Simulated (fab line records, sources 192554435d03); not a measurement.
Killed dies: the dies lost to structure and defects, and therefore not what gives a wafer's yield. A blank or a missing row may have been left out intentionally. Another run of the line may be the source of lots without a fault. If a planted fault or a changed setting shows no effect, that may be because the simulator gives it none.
Check for tools in common | flow n5_finfet | 26 wafers sampled across 9 lots

== THE REASON FOR OPENING IT ==
At N5_BEOL_M4_RC_MEAS_101 the reading IOFF_P_LIN is flagged on 2 of 9 lots. Wafers without a fault read 0.102 nA/um, standard deviation 0.015.
Rule: a lot gets a flag if all its wafers with a number sit over 4 standard deviations from that mean, or if no wafer of it has a number. As for the other lots, they are considered sound.

lot  | measured     | on        | IOFF_P_LIN (nA/um), wafer by wafer | flag
L282 | day 8 09:48  | prober-01 | 2.133 1.951 1.970                  | FLAGGED
L283 | day 9 04:04  | prober-02 | 2.325 1.984 2.504                  | FLAGGED
L288 | day 9 21:13  | prober-01 | 0.108 0.128 0.117                  |
L291 | day 11 05:33 | prober-01 | 0.144 0.114 0.096                  |
L293 | day 11 15:52 | prober-01 | 0.110 0.094 0.107                  |
L298 | day 12 08:16 | prober-01 | 0.097 0.099 0.099                  |
L297 | day 12 08:17 | prober-02 | 0.088 0.106 0.119                  |
L299 | day 13 05:14 | prober-02 | 0.094 0.090                        |
L302 | day 13 10:43 | prober-01 | 0.093 0.104 0.111                  |
Flagged lots average 2.144 nA/um: +2.042 nA/um relative to the usual, that is +99 or more standard deviations.

== WHICH TOOL RAN EACH LOT ==
3 process steps preceding the reading are held in the record, out of 1938 steps in the route. Each cell gives the tool, then ch followed by the chambers the sampled wafers passed through, then the start.
lot  | flag    | N5_HKMG_FIN_ALD_74              | N5_HKMG_FIN_STRIP_93              | N5_HKMG_FIN_WET_ETCH_78
L282 | FLAGGED | ald_hk-01 ch 0,1,2, day 4 13:28 | rie_diel-03 ch 0,3, day 4 14:49   | wet_bench-05 ch 0,1,2, day 4 15:23
L283 | FLAGGED | ald_hk-01 ch 0,3, day 4 17:09   | rie_diel-04 ch 2,3, day 4 18:31   | wet_bench-02 ch 0,5,6, day 4 19:05
L288 |         | ald_hk-01 ch 1,2, day 5 23:02   | rie_diel-04 ch 0,1,2, day 6 00:32 | wet_bench-05 ch 1,4,7, day 6 01:06
L291 |         | ald_hk-03 ch 0,1,3, day 6 23:43 | rie_diel-01 ch 0,3, day 7 01:31   | wet_bench-05 ch 4,5,6, day 7 02:08
L293 |         | ald_hk-02 ch 1,3, day 7 06:17   | rie_diel-03 ch 1,3, day 7 07:32   | wet_bench-02 ch 0,4,7, day 7 08:06
L298 |         | ald_hk-03 ch 2,3, day 8 09:22   | rie_diel-01 ch 1,2,3, day 8 10:44 | wet_bench-02 ch 2,4,7, day 8 11:17
L297 |         | ald_hk-01 ch 1,2,3, day 8 06:29 | rie_diel-04 ch 0,1,3, day 8 07:50 | wet_bench-05 ch 2,5,7, day 8 08:24
L299 |         | ald_hk-02 ch 0,2, day 8 18:44   | rie_diel-01 ch 0,1, day 8 20:07   | wet_bench-05 ch 0,1, day 8 20:41
L302 |         | ald_hk-03 ch 0,1,2, day 9 12:08 | rie_diel-01 ch 0,3, day 9 13:31   | wet_bench-02 ch 1,5,6, day 9 14:05
What the steps here do:
- N5_HKMG_FIN_ALD_74: deposits La2O3, target thk 0.5 nm, pulse time 6 s, co reactant pulse time 1 s.
- N5_HKMG_FIN_STRIP_93: strips SOC in N2/H2, time 20 s.
- N5_HKMG_FIN_WET_ETCH_78: etches Al2O3 in dNH4OH, stops on La2O3, target depth 4.5 nm, rinse time 30 s.
- N5_BEOL_M4_RC_MEAS_101

== FLAGGED AGAINST TOTAL, ONE TOOL AT A TIME (gauges that did the reading follow at the end) ==
step                    | tool         | lots run | flagged | share of the flagged lots | sound lots run after its first flagged lot
N5_HKMG_FIN_ALD_74      | ald_hk-01    | 4        | 2       | all                       | 2 (L288,L297)
N5_HKMG_FIN_ALD_74      | ald_hk-02    | 2        | 0       | none                      | -
N5_HKMG_FIN_ALD_74      | ald_hk-03    | 3        | 0       | none                      | -
N5_HKMG_FIN_STRIP_93    | rie_diel-01  | 4        | 0       | none                      | -
N5_HKMG_FIN_STRIP_93    | rie_diel-03  | 2        | 1       | some                      | 1 (L293)
N5_HKMG_FIN_STRIP_93    | rie_diel-04  | 3        | 1       | some                      | 2 (L288,L297)
N5_HKMG_FIN_WET_ETCH_78 | wet_bench-02 | 4        | 1       | some                      | 3 (L293,L298,L302)
N5_HKMG_FIN_WET_ETCH_78 | wet_bench-05 | 5        | 1       | some                      | 4 (L288,L291,L297,L299)
N5_BEOL_M4_RC_MEAS_101  | prober-01    | 6        | 1       | some                      | 5 (L288,L291,L293,L298,L302)
N5_BEOL_M4_RC_MEAS_101  | prober-02    | 3        | 1       | some                      | 2 (L297,L299)

== WHAT THE TABLE PERMITS ==
All flagged lots share 1 row of the table, namely ald_hk-01 at N5_HKMG_FIN_ALD_74.
- ald_hk-01 at N5_HKMG_FIN_ALD_74: 2 of its 4 lots flagged. Lots that were sound ran on it after the first flagged one (L288, L297); a persistent fault on the entire tool would not allow that.
Not one row of the table ran every flagged lot while running no sound lot after the first.

== WHAT THE SIMULATOR PUT IN ==
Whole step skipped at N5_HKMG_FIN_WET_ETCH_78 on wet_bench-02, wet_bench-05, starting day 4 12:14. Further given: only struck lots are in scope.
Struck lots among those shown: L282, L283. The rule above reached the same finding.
